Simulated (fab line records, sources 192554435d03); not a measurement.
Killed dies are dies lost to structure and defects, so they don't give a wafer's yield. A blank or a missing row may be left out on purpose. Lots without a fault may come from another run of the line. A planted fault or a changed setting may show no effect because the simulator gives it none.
fab line records | flow n5_finfet
record lots=7 wafers=21
route steps=1938 shown BEOL_M15@1776 TV_OPEN@1890
start_h: hours from the record's first day to the start of the lot's first wafer shown | wait_h: hours since the lot's step before | " the same as in the row above | L1.1+2: a row that stands for several wafers | - no value, or no start given | * or withheld: withheld | < > ~ a bound
route shown NAME@n: a module of which the file shows steps, and the number in the route of the first | usual: mean/standard deviation of fault-free wafers | same: alike in all rows | chamber/n: place in a boat | sites: the reading at each site | _std_site: their standard deviation | _edge_site: outer sites' mean less inner sites' | radius_mm: how far each site lies from the wafer's centre | mask NAME#n: copy n | behind: the tool/chamber that last shaped the wafer | hold: why the lot was held/for how many hours/how that ended | device: the transistor (n, p or np) that didn't switch | end of line: the same wafers' tests at the end of the route | a step without rows: its recipe alone | killed: dies lost to structure and defects at the first sort, not the wafer's yield | map: a wafer's dies, x killed, . not, _ none there
set.NAME: the setting as run; set.NAME@STEP: as run at that earlier step | model.NAME: the simulator's own value behind a step, which no gauge read
lots whose settings were changed on purpose; a table a step, a row a wafer
## steps
# step N5_BEOL_M15_COAT_04
# recipe spin_rpm=1704 resist_thk_nm=800
# columns lot.wafer tool chamber start_h wait_h set.spin_rpm model.coat_of_BEOL_M15_COAT_04.thk_nm
L077.1 litho_track-02 0 - - 1704 797.4
L077.4 " 0 " " 1803 776.2
L077.5 " 0 " " 1803 777
L081.2 litho_track-02 0 - - 1617 821.2
L081.4 " 0 " " 1704 801
L081.6 " 0 " " 1704 798.6
L083.2 litho_track-02 0 - - 1704 797.8
L083.5 " 0 " " 1874 764.8
L083.6 " 0 " " 1704 798.6
L084.2 litho_track-01 0 - - 1548 841.8
L084.3 " 0 " " 1548 842.6
L084.4 " 0 " " 1704 804.2
L086.3 litho_track-05 0 - - 1704 801.4
L086.4 " 0 " " 1704 801.6
L086.5 " 0 " " 1579 831
L089.1 litho_track-02 0 - - 1704 798.2
L089.5 " 0 " " 1704 799.4
L089.6 " 0 " " 1704 800.6
L097.1 litho_track-05 0 - - 1587 829.2
L097.3 " 0 " " 1704 803.2
L097.6 " 0 " " 1704 801.6
# step N5_BEOL_M15_EBR_06
# recipe solvent=PGMEA ebr_width_mm=1.5
# step N5_BEOL_M15_SOFTBAKE_05
# recipe temp_c=130 time_s=60
# step N5_BEOL_M15_DESCUM_15
# recipe chemistry=O2 time_s=7.9 source_power_w=50 bias_power_w=20 pressure_mtorr=20 rf_frequency_hz=2.712e+07 temp_c=40 o2_flow_sccm=225
# step N5_BEOL_M15_ETCH_59
# recipe chemistry=N2/H2 target=BARC target_depth_a=890 overetch_a=267 time_s=67.9 ion_energy_ev=200 pressure_mtorr=30 source_w=840 bias_w=150 n2_flow_sccm=200 h2_flow_sccm=200
# columns lot.wafer tool chamber start_h wait_h set.spin_rpm@BEOL_M15_COAT_04 model.coat_of_BEOL_M15_COAT_04.thk_nm
L077.1 rie_diel-02 2 265.39 0.0 1704 715.6
L077.4 " 1 " " 1803 694.2
L077.5 " 0 " " 1803 699.2
L081.2 rie_diel-03 1 291.82 0.0 1617 737
L081.4 " 0 " " 1704 714.8
L081.6 " 3 " " 1704 714.6
L083.2 rie_diel-03 1 297.62 0.0 1704 713.4
L083.5 " 2 " " 1874 680.2
L083.6 " 1 " " 1704 715
L084.2 rie_diel-01 0 306.55 0.0 1548 760.2
L084.3 " 3 " " 1548 761.2
L084.4 " 2 " " 1704 721.6
L086.3 rie_diel-01 3 321.05 0.0 1704 719.4
L086.4 " 1 " " 1704 716.6
L086.5 " 0 " " 1579 749.2
L089.1 rie_diel-01 0 357.53 0.0 1704 716.2
L089.5 " 0 " " 1704 717.8
L089.6 " 3 " " 1704 718.2
L097.1 rie_diel-01 2 414.92 0.0 1587 746.2
L097.3 " 0 " " 1704 722.2
L097.6 " 1 " " 1704 718.2
# step N5_PASSIVATION_ETCH_15
# recipe chemistry=CF4/N2 target=SiCN target_depth_a=750 taper_deg=2 time_s=81.2 ion_energy_ev=150 mask_material=SiNx pressure_mtorr=40 source_w=430 bias_w=70 Ar_flow_sccm=100 cf4_flow_sccm=60 n2_flow_sccm=60
# usual rf_vpp_V=382.7/2.1
# columns lot.wafer tool chamber start_h wait_h set.bias_w rf_vpp_V
L077.1 rie_diel-02 1 - - 70 381.4
L077.4 " 0 " " 60.81 347.7
L077.5 " 3 " " 60.81 352.8
L081.2 rie_diel-02 1 - - 74.51 398.2
L081.4 " 1 " " 70 381.1
L081.6 " 0 " " 74.51 396.3
L083.2 rie_diel-02 1 - - 70 381.5
L083.5 " 0 " " 70 380.0
L083.6 " 1 " " 70 381.7
L084.2 rie_diel-02 0 - - 65.64 366.5
L084.3 " 3 " " 70 385.2
L084.4 " 1 " " 70 382.2
L086.3 rie_diel-01 3 - - 70 383.4
L086.4 " 1 " " 70 386.6
L086.5 " 3 " " 70 382.9
L089.1 rie_diel-01 1 - - 70 386.3
L089.5 " 1 " " 70 384.6
L089.6 " 2 " " 70 382.0
L097.1 rie_diel-03 1 - - 73.86 399.1
L097.3 " 3 " " 73.86 395.9
L097.6 " 1 " " 70 385.4
## key
split step=N5_BEOL_M15_COAT_04 setting=spin_rpm stated=1704 by=wafer
response step=N5_BEOL_M15_COAT_04 reading=model.coat_of_BEOL_M15_COAT_04.thk_nm change=-3.81 per=1% r=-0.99
response step=N5_BEOL_M15_ETCH_59 reading=model.coat_of_BEOL_M15_COAT_04.thk_nm change=-3.86 per=1% r=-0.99
split step=N5_PASSIVATION_ETCH_15 setting=bias_w stated=70 by=wafer
response step=N5_PASSIVATION_ETCH_15 reading=rf_vpp_V change=+2.43 per=1% r=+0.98
